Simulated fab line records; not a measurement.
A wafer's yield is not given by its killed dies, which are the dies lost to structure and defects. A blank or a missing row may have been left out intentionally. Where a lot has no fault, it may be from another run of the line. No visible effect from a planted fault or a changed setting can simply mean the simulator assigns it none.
Which tool is to blame? || flow n5_finfet || 72 wafers from 24 lots sampled at 6 of the route's 1938 steps

## WHAT THE GAUGES READ, wafer by wafer
N5_BEOL_M3_OCD_MEAS_38. Usual: trench_depth_nm 55.4 nm, standard deviation 1.
{"lot": "L074", "measured": "day 6 22:13", "on": "ocd-02", "trench_depth_nm (nm)": "55.8 55.0 56.8", "flag": ""}
{"lot": "L075", "measured": "day 7 14:39", "on": "ocd-02", "trench_depth_nm (nm)": "54.8 55.8 56.1", "flag": ""}
{"lot": "L077", "measured": "day 7 17:42", "on": "ocd-01", "trench_depth_nm (nm)": "56.7 56.8 54.9", "flag": ""}
{"lot": "L076", "measured": "day 8 03:44", "on": "ocd-01", "trench_depth_nm (nm)": "57.1 53.7 57.0", "flag": ""}
{"lot": "L078", "measured": "day 8 05:25", "on": "ocd-02", "trench_depth_nm (nm)": "56.6 54.8 56.4", "flag": ""}
{"lot": "L079", "measured": "day 8 06:37", "on": "ocd-02", "trench_depth_nm (nm)": "54.8 55.2 56.9", "flag": ""}
{"lot": "L080", "measured": "day 8 08:52", "on": "ocd-02", "trench_depth_nm (nm)": "55.9 54.1 55.2", "flag": ""}
{"lot": "L081", "measured": "day 9 22:09", "on": "ocd-02", "trench_depth_nm (nm)": "56.4 56.2 56.2", "flag": ""}
{"lot": "L084", "measured": "day 9 22:11", "on": "ocd-01", "trench_depth_nm (nm)": "56.0 54.5 54.2", "flag": ""}
{"lot": "L083", "measured": "day 10 02:10", "on": "ocd-01", "trench_depth_nm (nm)": "57.5 55.1 55.1", "flag": ""}
{"lot": "L082", "measured": "day 10 02:28", "on": "ocd-01", "trench_depth_nm (nm)": "55.7 54.2 53.8", "flag": ""}
{"lot": "L085", "measured": "day 10 04:56", "on": "ocd-01", "trench_depth_nm (nm)": "54.8 54.6 54.7", "flag": ""}
{"lot": "L086", "measured": "day 10 10:36", "on": "ocd-02", "trench_depth_nm (nm)": "54.5 54.1 54.5", "flag": ""}
{"lot": "L087", "measured": "day 10 16:58", "on": "ocd-02", "trench_depth_nm (nm)": "54.5 56.4 55.3", "flag": ""}
{"lot": "L088", "measured": "day 10 20:57", "on": "ocd-01", "trench_depth_nm (nm)": "55.5 55.3 56.4", "flag": ""}
{"lot": "L089", "measured": "day 11 07:02", "on": "ocd-02", "trench_depth_nm (nm)": "55.0 54.2 55.8", "flag": ""}
{"lot": "L090", "measured": "day 11 15:03", "on": "ocd-02", "trench_depth_nm (nm)": "54.8 54.5 56.1", "flag": ""}
{"lot": "L092", "measured": "day 12 00:59", "on": "ocd-02", "trench_depth_nm (nm)": "54.0 55.8 54.3", "flag": ""}
{"lot": "L091", "measured": "day 12 06:04", "on": "ocd-01", "trench_depth_nm (nm)": "56.5 55.6 56.9", "flag": ""}
{"lot": "L093", "measured": "day 12 06:08", "on": "ocd-02", "trench_depth_nm (nm)": "55.4 55.6 54.5", "flag": ""}
{"lot": "L094", "measured": "day 12 09:05", "on": "ocd-01", "trench_depth_nm (nm)": "55.8 56.4 55.9", "flag": ""}
{"lot": "L095", "measured": "day 12 19:06", "on": "ocd-02", "trench_depth_nm (nm)": "54.8 54.9 56.3", "flag": ""}
{"lot": "L096", "measured": "day 12 21:35", "on": "ocd-01", "trench_depth_nm (nm)": "55.9 54.5 56.5", "flag": ""}
{"lot": "L097", "measured": "day 13 01:36", "on": "ocd-01", "trench_depth_nm (nm)": "54.3 56.0 56.3", "flag": ""}

## WHICH TOOL RAN EACH LOT (tool, then ch and the chambers of the sampled wafers, then the start)
{"lot": "L074", "N5_BEOL_M2_SPUTTER_92": "pvd_sputter-01, day 6 17:55", "N5_BEOL_M2_SPUTTER_94": "pvd_sputter-01, day 6 18:08", "N5_BEOL_M2_ANNEAL_95": "pvd_sputter-01, day 6 18:13", "N5_BEOL_M2_PRE_CLEAN_60": "cvd_co-01 ch 0,2, day 6 19:11", "N5_BEOL_M2_CO_CAP_55": "cvd_co-01 ch 0,2, day 6 19:13"}
{"lot": "L075", "N5_BEOL_M2_SPUTTER_92": "pvd_sputter-02, day 7 08:45", "N5_BEOL_M2_SPUTTER_94": "pvd_sputter-02, day 7 08:58", "N5_BEOL_M2_ANNEAL_95": "pvd_sputter-02, day 7 09:03", "N5_BEOL_M2_PRE_CLEAN_60": "cvd_co-01 ch 1,2, day 7 10:08", "N5_BEOL_M2_CO_CAP_55": "cvd_co-01 ch 1,2, day 7 10:11"}
{"lot": "L077", "N5_BEOL_M2_SPUTTER_92": "pvd_sputter-01, day 7 13:38", "N5_BEOL_M2_SPUTTER_94": "pvd_sputter-01, day 7 13:51", "N5_BEOL_M2_ANNEAL_95": "pvd_sputter-01, day 7 13:56", "N5_BEOL_M2_PRE_CLEAN_60": "cvd_co-01 ch 0,1,2, day 7 14:53", "N5_BEOL_M2_CO_CAP_55": "cvd_co-01 ch 0,1,2, day 7 14:56"}
{"lot": "L076", "N5_BEOL_M2_SPUTTER_92": "pvd_sputter-02, day 7 23:09", "N5_BEOL_M2_SPUTTER_94": "pvd_sputter-02, day 7 23:22", "N5_BEOL_M2_ANNEAL_95": "pvd_sputter-02, day 7 23:27", "N5_BEOL_M2_PRE_CLEAN_60": "cvd_co-01 ch 0,1,2, day 8 00:25", "N5_BEOL_M2_CO_CAP_55": "cvd_co-01 ch 0,1,2, day 8 00:28"}
{"lot": "L078", "N5_BEOL_M2_SPUTTER_92": "pvd_sputter-03, day 8 00:46", "N5_BEOL_M2_SPUTTER_94": "pvd_sputter-03, day 8 00:59", "N5_BEOL_M2_ANNEAL_95": "pvd_sputter-03, day 8 01:04", "N5_BEOL_M2_PRE_CLEAN_60": "cvd_co-02 ch 0,1,2, day 8 02:02", "N5_BEOL_M2_CO_CAP_55": "cvd_co-02 ch 0,1,2, day 8 02:04"}
{"lot": "L079", "N5_BEOL_M2_SPUTTER_92": "pvd_sputter-01, day 8 02:13", "N5_BEOL_M2_SPUTTER_94": "pvd_sputter-01, day 8 02:26", "N5_BEOL_M2_ANNEAL_95": "pvd_sputter-01, day 8 02:31", "N5_BEOL_M2_PRE_CLEAN_60": "cvd_co-01 ch 0,1,2, day 8 03:50", "N5_BEOL_M2_CO_CAP_55": "cvd_co-01 ch 0,1,2, day 8 03:53"}
{"lot": "L080", "N5_BEOL_M2_SPUTTER_92": "pvd_sputter-03, day 8 04:53", "N5_BEOL_M2_SPUTTER_94": "pvd_sputter-03, day 8 05:06", "N5_BEOL_M2_ANNEAL_95": "pvd_sputter-03, day 8 05:11", "N5_BEOL_M2_PRE_CLEAN_60": "cvd_co-02 ch 0,1,2, day 8 06:10", "N5_BEOL_M2_CO_CAP_55": "cvd_co-02 ch 0,1,2, day 8 06:12"}
{"lot": "L081", "N5_BEOL_M2_SPUTTER_92": "pvd_sputter-02, day 9 15:11", "N5_BEOL_M2_SPUTTER_94": "pvd_sputter-02, day 9 15:24", "N5_BEOL_M2_ANNEAL_95": "pvd_sputter-02, day 9 15:29", "N5_BEOL_M2_PRE_CLEAN_60": "cvd_co-01 ch 0,1,2, day 9 16:55", "N5_BEOL_M2_CO_CAP_55": "cvd_co-01 ch 0,1,2, day 9 16:57"}
{"lot": "L084", "N5_BEOL_M2_SPUTTER_92": "pvd_sputter-03, day 9 15:27", "N5_BEOL_M2_SPUTTER_94": "pvd_sputter-03, day 9 15:40", "N5_BEOL_M2_ANNEAL_95": "pvd_sputter-03, day 9 15:45", "N5_BEOL_M2_PRE_CLEAN_60": "cvd_co-02 ch 0,2, day 9 16:55", "N5_BEOL_M2_CO_CAP_55": "cvd_co-02 ch 0,2, day 9 16:58"}
{"lot": "L083", "N5_BEOL_M2_SPUTTER_92": "pvd_sputter-01, day 9 18:03", "N5_BEOL_M2_SPUTTER_94": "pvd_sputter-01, day 9 18:16", "N5_BEOL_M2_ANNEAL_95": "pvd_sputter-01, day 9 18:21", "N5_BEOL_M2_PRE_CLEAN_60": "cvd_co-01 ch 0,2, day 9 19:32", "N5_BEOL_M2_CO_CAP_55": "cvd_co-01 ch 0,2, day 9 19:34"}
{"lot": "L082", "N5_BEOL_M2_SPUTTER_92": "pvd_sputter-02, day 9 20:07", "N5_BEOL_M2_SPUTTER_94": "pvd_sputter-02, day 9 20:20", "N5_BEOL_M2_ANNEAL_95": "pvd_sputter-02, day 9 20:25", "N5_BEOL_M2_PRE_CLEAN_60": "cvd_co-02 ch 0,1,2, day 9 21:23", "N5_BEOL_M2_CO_CAP_55": "cvd_co-02 ch 0,1,2, day 9 21:25"}
{"lot": "L085", "N5_BEOL_M2_SPUTTER_92": "pvd_sputter-01, day 9 21:47", "N5_BEOL_M2_SPUTTER_94": "pvd_sputter-01, day 9 22:01", "N5_BEOL_M2_ANNEAL_95": "pvd_sputter-01, day 9 22:05", "N5_BEOL_M2_PRE_CLEAN_60": "cvd_co-02 ch 0,1, day 9 23:19", "N5_BEOL_M2_CO_CAP_55": "cvd_co-02 ch 0,1, day 9 23:22"}
{"lot": "L086", "N5_BEOL_M2_SPUTTER_92": "pvd_sputter-01, day 10 04:23", "N5_BEOL_M2_SPUTTER_94": "pvd_sputter-01, day 10 04:36", "N5_BEOL_M2_ANNEAL_95": "pvd_sputter-01, day 10 04:41", "N5_BEOL_M2_PRE_CLEAN_60": "cvd_co-01 ch 0,1,2, day 10 05:39", "N5_BEOL_M2_CO_CAP_55": "cvd_co-01 ch 0,1,2, day 10 05:41"}
{"lot": "L087", "N5_BEOL_M2_SPUTTER_92": "pvd_sputter-03, day 10 10:34", "N5_BEOL_M2_SPUTTER_94": "pvd_sputter-03, day 10 10:47", "N5_BEOL_M2_ANNEAL_95": "pvd_sputter-03, day 10 10:52", "N5_BEOL_M2_PRE_CLEAN_60": "cvd_co-01 ch 0,2, day 10 11:50", "N5_BEOL_M2_CO_CAP_55": "cvd_co-01 ch 0,2, day 10 11:52"}
{"lot": "L088", "N5_BEOL_M2_SPUTTER_92": "pvd_sputter-01, day 10 12:32", "N5_BEOL_M2_SPUTTER_94": "pvd_sputter-01, day 10 12:46", "N5_BEOL_M2_ANNEAL_95": "pvd_sputter-01, day 10 12:50", "N5_BEOL_M2_PRE_CLEAN_60": "cvd_co-02 ch 0,1,2, day 10 13:48", "N5_BEOL_M2_CO_CAP_55": "cvd_co-02 ch 0,1,2, day 10 13:50"}
{"lot": "L089", "N5_BEOL_M2_SPUTTER_92": "pvd_sputter-01, day 10 16:32", "N5_BEOL_M2_SPUTTER_94": "pvd_sputter-01, day 10 16:46", "N5_BEOL_M2_ANNEAL_95": "pvd_sputter-01, day 10 16:50", "N5_BEOL_M2_PRE_CLEAN_60": "cvd_co-02 ch 0,1,2, day 10 18:03", "N5_BEOL_M2_CO_CAP_55": "cvd_co-02 ch 0,1,2, day 10 18:05"}
{"lot": "L090", "N5_BEOL_M2_SPUTTER_92": "pvd_sputter-01, day 11 09:10", "N5_BEOL_M2_SPUTTER_94": "pvd_sputter-01, day 11 09:23", "N5_BEOL_M2_ANNEAL_95": "pvd_sputter-01, day 11 09:28", "N5_BEOL_M2_PRE_CLEAN_60": "cvd_co-01 ch 0,1,2, day 11 10:26", "N5_BEOL_M2_CO_CAP_55": "cvd_co-01 ch 0,1,2, day 11 10:29"}
{"lot": "L092", "N5_BEOL_M2_SPUTTER_92": "pvd_sputter-02, day 11 14:46", "N5_BEOL_M2_SPUTTER_94": "pvd_sputter-02, day 11 14:59", "N5_BEOL_M2_ANNEAL_95": "pvd_sputter-02, day 11 15:04", "N5_BEOL_M2_PRE_CLEAN_60": "cvd_co-02 ch 0,1,2, day 11 16:01", "N5_BEOL_M2_CO_CAP_55": "cvd_co-02 ch 0,1,2, day 11 16:04"}
{"lot": "L091", "N5_BEOL_M2_SPUTTER_92": "pvd_sputter-03, day 11 19:42", "N5_BEOL_M2_SPUTTER_94": "pvd_sputter-03, day 11 19:55", "N5_BEOL_M2_ANNEAL_95": "pvd_sputter-03, day 11 20:00", "N5_BEOL_M2_PRE_CLEAN_60": "cvd_co-01 ch 0,1,2, day 11 21:05", "N5_BEOL_M2_CO_CAP_55": "cvd_co-01 ch 0,1,2, day 11 21:07"}
{"lot": "L093", "N5_BEOL_M2_SPUTTER_92": "pvd_sputter-02, day 11 20:50", "N5_BEOL_M2_SPUTTER_94": "pvd_sputter-02, day 11 21:03", "N5_BEOL_M2_ANNEAL_95": "pvd_sputter-02, day 11 21:08", "N5_BEOL_M2_PRE_CLEAN_60": "cvd_co-02 ch 0,1, day 11 22:17", "N5_BEOL_M2_CO_CAP_55": "cvd_co-02 ch 0,1, day 11 22:19"}
{"lot": "L094", "N5_BEOL_M2_SPUTTER_92": "pvd_sputter-02, day 11 23:59", "N5_BEOL_M2_SPUTTER_94": "pvd_sputter-02, day 12 00:13", "N5_BEOL_M2_ANNEAL_95": "pvd_sputter-02, day 12 00:17", "N5_BEOL_M2_PRE_CLEAN_60": "cvd_co-01 ch 1,2, day 12 01:15", "N5_BEOL_M2_CO_CAP_55": "cvd_co-01 ch 1,2, day 12 01:17"}
{"lot": "L095", "N5_BEOL_M2_SPUTTER_92": "pvd_sputter-03, day 12 11:54", "N5_BEOL_M2_SPUTTER_94": "pvd_sputter-03, day 12 12:07", "N5_BEOL_M2_ANNEAL_95": "pvd_sputter-03, day 12 12:12", "N5_BEOL_M2_PRE_CLEAN_60": "cvd_co-02 ch 1,2, day 12 13:10", "N5_BEOL_M2_CO_CAP_55": "cvd_co-02 ch 1,2, day 12 13:12"}
{"lot": "L096", "N5_BEOL_M2_SPUTTER_92": "pvd_sputter-02, day 12 15:09", "N5_BEOL_M2_SPUTTER_94": "pvd_sputter-02, day 12 15:22", "N5_BEOL_M2_ANNEAL_95": "pvd_sputter-02, day 12 15:27", "N5_BEOL_M2_PRE_CLEAN_60": "cvd_co-01 ch 0,1,2, day 12 16:25", "N5_BEOL_M2_CO_CAP_55": "cvd_co-01 ch 0,1,2, day 12 16:28"}
{"lot": "L097", "N5_BEOL_M2_SPUTTER_92": "pvd_sputter-01, day 12 18:17", "N5_BEOL_M2_SPUTTER_94": "pvd_sputter-01, day 12 18:31", "N5_BEOL_M2_ANNEAL_95": "pvd_sputter-01, day 12 18:35", "N5_BEOL_M2_PRE_CLEAN_60": "cvd_co-02 ch 0,2, day 12 19:53", "N5_BEOL_M2_CO_CAP_55": "cvd_co-02 ch 0,2, day 12 19:55"}
- N5_BEOL_M2_SPUTTER_92: material Cu, target thk 4.5 nm, time 8.29 s.
- N5_BEOL_M2_SPUTTER_94: material Cu, target thk 4.5 nm, time 8.29 s.
- N5_BEOL_M2_ANNEAL_95: time 240 s.
- N5_BEOL_M2_PRE_CLEAN_60: time 15 s.
- N5_BEOL_M2_CO_CAP_55: material Co, precursor CCTBA/H2, target thk 2 nm, time 102.1 s.

## WHAT THE TOOLS THEMSELVES READ (means of the sampled wafers that have a number; where no wafer has one, the mark that the record gives instead)
N5_BEOL_M2_SPUTTER_92. Usual: chuck_gas_flow_sccm 1.26 sccm, standard deviation 0.051; throttle_valve_pct 29.7 %, standard deviation 1.
{"lot": "L074", "tool": "pvd_sputter-01", "chuck_gas_flow_sccm (sccm)": 1.28, "throttle_valve_pct (%)": 30.1, "flag": ""}
{"lot": "L075", "tool": "pvd_sputter-02", "chuck_gas_flow_sccm (sccm)": 1.24, "throttle_valve_pct (%)": 28.4, "flag": ""}
{"lot": "L077", "tool": "pvd_sputter-01", "chuck_gas_flow_sccm (sccm)": 1.27, "throttle_valve_pct (%)": 30.3, "flag": ""}
{"lot": "L076", "tool": "pvd_sputter-02", "chuck_gas_flow_sccm (sccm)": 1.29, "throttle_valve_pct (%)": 29.4, "flag": ""}
{"lot": "L078", "tool": "pvd_sputter-03", "chuck_gas_flow_sccm (sccm)": 1.26, "throttle_valve_pct (%)": 30.0, "flag": ""}
{"lot": "L079", "tool": "pvd_sputter-01", "chuck_gas_flow_sccm (sccm)": 1.27, "throttle_valve_pct (%)": 29.6, "flag": ""}
{"lot": "L080", "tool": "pvd_sputter-03", "chuck_gas_flow_sccm (sccm)": 1.26, "throttle_valve_pct (%)": 29.5, "flag": ""}
{"lot": "L081", "tool": "pvd_sputter-02", "chuck_gas_flow_sccm (sccm)": 1.24, "throttle_valve_pct (%)": 29.6, "flag": ""}
{"lot": "L084", "tool": "pvd_sputter-03", "chuck_gas_flow_sccm (sccm)": 1.27, "throttle_valve_pct (%)": 30.0, "flag": ""}
{"lot": "L083", "tool": "pvd_sputter-01", "chuck_gas_flow_sccm (sccm)": 1.26, "throttle_valve_pct (%)": 29.5, "flag": ""}
{"lot": "L082", "tool": "pvd_sputter-02", "chuck_gas_flow_sccm (sccm)": 1.22, "throttle_valve_pct (%)": 30.2, "flag": ""}
{"lot": "L085", "tool": "pvd_sputter-01", "chuck_gas_flow_sccm (sccm)": 1.22, "throttle_valve_pct (%)": 30.3, "flag": ""}
{"lot": "L086", "tool": "pvd_sputter-01", "chuck_gas_flow_sccm (sccm)": 1.25, "throttle_valve_pct (%)": 30.0, "flag": ""}
{"lot": "L087", "tool": "pvd_sputter-03", "chuck_gas_flow_sccm (sccm)": 1.27, "throttle_valve_pct (%)": 29.7, "flag": ""}
{"lot": "L088", "tool": "pvd_sputter-01", "chuck_gas_flow_sccm (sccm)": 1.31, "throttle_valve_pct (%)": 29.3, "flag": ""}
{"lot": "L089", "tool": "pvd_sputter-01", "chuck_gas_flow_sccm (sccm)": 1.30, "throttle_valve_pct (%)": 30.5, "flag": ""}
{"lot": "L090", "tool": "pvd_sputter-01", "chuck_gas_flow_sccm (sccm)": 1.22, "throttle_valve_pct (%)": 30.1, "flag": ""}
{"lot": "L092", "tool": "pvd_sputter-02", "chuck_gas_flow_sccm (sccm)": 1.22, "throttle_valve_pct (%)": 29.1, "flag": ""}
{"lot": "L091", "tool": "pvd_sputter-03", "chuck_gas_flow_sccm (sccm)": 1.26, "throttle_valve_pct (%)": 30.3, "flag": ""}
{"lot": "L093", "tool": "pvd_sputter-02", "chuck_gas_flow_sccm (sccm)": 1.24, "throttle_valve_pct (%)": 29.4, "flag": ""}
{"lot": "L094", "tool": "pvd_sputter-02", "chuck_gas_flow_sccm (sccm)": 1.23, "throttle_valve_pct (%)": 29.5, "flag": ""}
{"lot": "L095", "tool": "pvd_sputter-03", "chuck_gas_flow_sccm (sccm)": 1.29, "throttle_valve_pct (%)": 29.1, "flag": ""}
{"lot": "L096", "tool": "pvd_sputter-02", "chuck_gas_flow_sccm (sccm)": 1.27, "throttle_valve_pct (%)": 29.7, "flag": ""}
{"lot": "L097", "tool": "pvd_sputter-01", "chuck_gas_flow_sccm (sccm)": 1.23, "throttle_valve_pct (%)": 29.9, "flag": ""}

N5_BEOL_M2_SPUTTER_94. Usual: chuck_gas_flow_sccm 1.27 sccm, standard deviation 0.052; throttle_valve_pct 29.7 %, standard deviation 1.
{"lot": "L074", "tool": "pvd_sputter-01", "chuck_gas_flow_sccm (sccm)": 1.26, "throttle_valve_pct (%)": 30.3, "flag": ""}
{"lot": "L075", "tool": "pvd_sputter-02", "chuck_gas_flow_sccm (sccm)": 1.27, "throttle_valve_pct (%)": 28.5, "flag": ""}
{"lot": "L077", "tool": "pvd_sputter-01", "chuck_gas_flow_sccm (sccm)": 1.24, "throttle_valve_pct (%)": 30.3, "flag": ""}
{"lot": "L076", "tool": "pvd_sputter-02", "chuck_gas_flow_sccm (sccm)": 1.23, "throttle_valve_pct (%)": 29.5, "flag": ""}
{"lot": "L078", "tool": "pvd_sputter-03", "chuck_gas_flow_sccm (sccm)": 1.26, "throttle_valve_pct (%)": 30.1, "flag": ""}
{"lot": "L079", "tool": "pvd_sputter-01", "chuck_gas_flow_sccm (sccm)": 1.32, "throttle_valve_pct (%)": 29.5, "flag": ""}
{"lot": "L080", "tool": "pvd_sputter-03", "chuck_gas_flow_sccm (sccm)": 1.25, "throttle_valve_pct (%)": 29.6, "flag": ""}
{"lot": "L081", "tool": "pvd_sputter-02", "chuck_gas_flow_sccm (sccm)": 1.26, "throttle_valve_pct (%)": 29.5, "flag": ""}
{"lot": "L084", "tool": "pvd_sputter-03", "chuck_gas_flow_sccm (sccm)": 1.25, "throttle_valve_pct (%)": 30.0, "flag": ""}
{"lot": "L083", "tool": "pvd_sputter-01", "chuck_gas_flow_sccm (sccm)": 1.27, "throttle_valve_pct (%)": 29.6, "flag": ""}
{"lot": "L082", "tool": "pvd_sputter-02", "chuck_gas_flow_sccm (sccm)": 1.23, "throttle_valve_pct (%)": 30.3, "flag": ""}
{"lot": "L085", "tool": "pvd_sputter-01", "chuck_gas_flow_sccm (sccm)": 1.24, "throttle_valve_pct (%)": 30.3, "flag": ""}
{"lot": "L086", "tool": "pvd_sputter-01", "chuck_gas_flow_sccm (sccm)": 1.31, "throttle_valve_pct (%)": 29.9, "flag": ""}
{"lot": "L087", "tool": "pvd_sputter-03", "chuck_gas_flow_sccm (sccm)": 1.22, "throttle_valve_pct (%)": 29.8, "flag": ""}
{"lot": "L088", "tool": "pvd_sputter-01", "chuck_gas_flow_sccm (sccm)": 1.25, "throttle_valve_pct (%)": 29.4, "flag": ""}
{"lot": "L089", "tool": "pvd_sputter-01", "chuck_gas_flow_sccm (sccm)": 1.28, "throttle_valve_pct (%)": 30.7, "flag": ""}
{"lot": "L090", "tool": "pvd_sputter-01", "chuck_gas_flow_sccm (sccm)": 1.34, "throttle_valve_pct (%)": 30.1, "flag": ""}
{"lot": "L092", "tool": "pvd_sputter-02", "chuck_gas_flow_sccm (sccm)": 1.28, "throttle_valve_pct (%)": 29.0, "flag": ""}
{"lot": "L091", "tool": "pvd_sputter-03", "chuck_gas_flow_sccm (sccm)": 1.27, "throttle_valve_pct (%)": 30.2, "flag": ""}
{"lot": "L093", "tool": "pvd_sputter-02", "chuck_gas_flow_sccm (sccm)": 1.27, "throttle_valve_pct (%)": 29.6, "flag": ""}
{"lot": "L094", "tool": "pvd_sputter-02", "chuck_gas_flow_sccm (sccm)": 1.25, "throttle_valve_pct (%)": 29.4, "flag": ""}
{"lot": "L095", "tool": "pvd_sputter-03", "chuck_gas_flow_sccm (sccm)": 1.25, "throttle_valve_pct (%)": 28.9, "flag": ""}
{"lot": "L096", "tool": "pvd_sputter-02", "chuck_gas_flow_sccm (sccm)": 1.28, "throttle_valve_pct (%)": 29.9, "flag": ""}
{"lot": "L097", "tool": "pvd_sputter-01", "chuck_gas_flow_sccm (sccm)": 1.27, "throttle_valve_pct (%)": 29.9, "flag": ""}

N5_BEOL_M2_ANNEAL_95. Usual: heater_power_w 806 W, standard deviation 69.
{"lot": "L074", "tool": "pvd_sputter-01", "heater_power_w (W)": 797, "flag": ""}
{"lot": "L075", "tool": "pvd_sputter-02", "heater_power_w (W)": 845, "flag": ""}
{"lot": "L077", "tool": "pvd_sputter-01", "heater_power_w (W)": 708, "flag": ""}
{"lot": "L076", "tool": "pvd_sputter-02", "heater_power_w (W)": 835, "flag": ""}
{"lot": "L078", "tool": "pvd_sputter-03", "heater_power_w (W)": 799, "flag": ""}
{"lot": "L079", "tool": "pvd_sputter-01", "heater_power_w (W)": 794, "flag": ""}
{"lot": "L080", "tool": "pvd_sputter-03", "heater_power_w (W)": 745, "flag": ""}
{"lot": "L081", "tool": "pvd_sputter-02", "heater_power_w (W)": 852, "flag": ""}
{"lot": "L084", "tool": "pvd_sputter-03", "heater_power_w (W)": 796, "flag": ""}
{"lot": "L083", "tool": "pvd_sputter-01", "heater_power_w (W)": 702, "flag": ""}
{"lot": "L082", "tool": "pvd_sputter-02", "heater_power_w (W)": 857, "flag": ""}
{"lot": "L085", "tool": "pvd_sputter-01", "heater_power_w (W)": 727, "flag": ""}
{"lot": "L086", "tool": "pvd_sputter-01", "heater_power_w (W)": 749, "flag": ""}
{"lot": "L087", "tool": "pvd_sputter-03", "heater_power_w (W)": 817, "flag": ""}
{"lot": "L088", "tool": "pvd_sputter-01", "heater_power_w (W)": 835, "flag": ""}
{"lot": "L089", "tool": "pvd_sputter-01", "heater_power_w (W)": 769, "flag": ""}
{"lot": "L090", "tool": "pvd_sputter-01", "heater_power_w (W)": 825, "flag": ""}
{"lot": "L092", "tool": "pvd_sputter-02", "heater_power_w (W)": 871, "flag": ""}
{"lot": "L091", "tool": "pvd_sputter-03", "heater_power_w (W)": 760, "flag": ""}
{"lot": "L093", "tool": "pvd_sputter-02", "heater_power_w (W)": 875, "flag": ""}
{"lot": "L094", "tool": "pvd_sputter-02", "heater_power_w (W)": 817, "flag": ""}
{"lot": "L095", "tool": "pvd_sputter-03", "heater_power_w (W)": 776, "flag": ""}
{"lot": "L096", "tool": "pvd_sputter-02", "heater_power_w (W)": 842, "flag": ""}
{"lot": "L097", "tool": "pvd_sputter-01", "heater_power_w (W)": 738, "flag": ""}

N5_BEOL_M2_PRE_CLEAN_60. Usual: heater_power_w 70 W, standard deviation 17.
{"lot": "L074", "tool": "cvd_co-01", "heater_power_w (W)": 54, "flag": ""}
{"lot": "L075", "tool": "cvd_co-01", "heater_power_w (W)": 66, "flag": ""}
{"lot": "L077", "tool": "cvd_co-01", "heater_power_w (W)": 62, "flag": ""}
{"lot": "L076", "tool": "cvd_co-01", "heater_power_w (W)": 64, "flag": ""}
{"lot": "L078", "tool": "cvd_co-02", "heater_power_w (W)": 76, "flag": ""}
{"lot": "L079", "tool": "cvd_co-01", "heater_power_w (W)": 63, "flag": ""}
{"lot": "L080", "tool": "cvd_co-02", "heater_power_w (W)": 76, "flag": ""}
{"lot": "L081", "tool": "cvd_co-01", "heater_power_w (W)": 63, "flag": ""}
{"lot": "L084", "tool": "cvd_co-02", "heater_power_w (W)": 91, "flag": ""}
{"lot": "L083", "tool": "cvd_co-01", "heater_power_w (W)": 60, "flag": ""}
{"lot": "L082", "tool": "cvd_co-02", "heater_power_w (W)": 77, "flag": ""}
{"lot": "L085", "tool": "cvd_co-02", "heater_power_w (W)": 84, "flag": ""}
{"lot": "L086", "tool": "cvd_co-01", "heater_power_w (W)": 63, "flag": ""}
{"lot": "L087", "tool": "cvd_co-01", "heater_power_w (W)": 53, "flag": ""}
{"lot": "L088", "tool": "cvd_co-02", "heater_power_w (W)": 76, "flag": ""}
{"lot": "L089", "tool": "cvd_co-02", "heater_power_w (W)": 77, "flag": ""}
{"lot": "L090", "tool": "cvd_co-01", "heater_power_w (W)": 63, "flag": ""}
{"lot": "L092", "tool": "cvd_co-02", "heater_power_w (W)": 77, "flag": ""}
{"lot": "L091", "tool": "cvd_co-01", "heater_power_w (W)": 63, "flag": ""}
{"lot": "L093", "tool": "cvd_co-02", "heater_power_w (W)": 68, "flag": ""}
{"lot": "L094", "tool": "cvd_co-01", "heater_power_w (W)": 67, "flag": ""}
{"lot": "L095", "tool": "cvd_co-02", "heater_power_w (W)": 73, "flag": ""}
{"lot": "L096", "tool": "cvd_co-01", "heater_power_w (W)": 64, "flag": ""}
{"lot": "L097", "tool": "cvd_co-02", "heater_power_w (W)": 92, "flag": ""}

N5_BEOL_M2_CO_CAP_55. Usual: heater_power_w 217 W, standard deviation 21.
{"lot": "L074", "tool": "cvd_co-01", "heater_power_w (W)": 194, "flag": ""}
{"lot": "L075", "tool": "cvd_co-01", "heater_power_w (W)": 211, "flag": ""}
{"lot": "L077", "tool": "cvd_co-01", "heater_power_w (W)": 210, "flag": ""}
{"lot": "L076", "tool": "cvd_co-01", "heater_power_w (W)": 211, "flag": ""}
{"lot": "L078", "tool": "cvd_co-02", "heater_power_w (W)": 222, "flag": ""}
{"lot": "L079", "tool": "cvd_co-01", "heater_power_w (W)": 212, "flag": ""}
{"lot": "L080", "tool": "cvd_co-02", "heater_power_w (W)": 225, "flag": ""}
{"lot": "L081", "tool": "cvd_co-01", "heater_power_w (W)": 208, "flag": ""}
{"lot": "L084", "tool": "cvd_co-02", "heater_power_w (W)": 246, "flag": ""}
{"lot": "L083", "tool": "cvd_co-01", "heater_power_w (W)": 205, "flag": ""}
{"lot": "L082", "tool": "cvd_co-02", "heater_power_w (W)": 228, "flag": ""}
{"lot": "L085", "tool": "cvd_co-02", "heater_power_w (W)": 236, "flag": ""}
{"lot": "L086", "tool": "cvd_co-01", "heater_power_w (W)": 209, "flag": ""}
{"lot": "L087", "tool": "cvd_co-01", "heater_power_w (W)": 197, "flag": ""}
{"lot": "L088", "tool": "cvd_co-02", "heater_power_w (W)": 223, "flag": ""}
{"lot": "L089", "tool": "cvd_co-02", "heater_power_w (W)": 227, "flag": ""}
{"lot": "L090", "tool": "cvd_co-01", "heater_power_w (W)": 210, "flag": ""}
{"lot": "L092", "tool": "cvd_co-02", "heater_power_w (W)": 224, "flag": ""}
{"lot": "L091", "tool": "cvd_co-01", "heater_power_w (W)": 210, "flag": ""}
{"lot": "L093", "tool": "cvd_co-02", "heater_power_w (W)": 217, "flag": ""}
{"lot": "L094", "tool": "cvd_co-01", "heater_power_w (W)": 215, "flag": ""}
{"lot": "L095", "tool": "cvd_co-02", "heater_power_w (W)": 219, "flag": ""}
{"lot": "L096", "tool": "cvd_co-01", "heater_power_w (W)": 205, "flag": ""}
{"lot": "L097", "tool": "cvd_co-02", "heater_power_w (W)": 248, "flag": ""}

## THE ANSWER, worked out from the rows above alone
Rule: a lot is off if the mean of its wafers that have a number lies more than 3 standard deviations from the usual mean. A lot without any number at a reading at which 4 lots or more have one is off too. The other lots that the step has rows for count as sound. The gauges are gone through in route order, then the tools' own readings, and for those a lot's mean is taken as printed above. At the first step where some lot is off, the reading lying furthest off is the one used; lots without a number count as furthest.
Across all readings shown, no lot is off: no conclusion can be drawn from this.

## WHAT THE SIMULATOR HAD PUT IN
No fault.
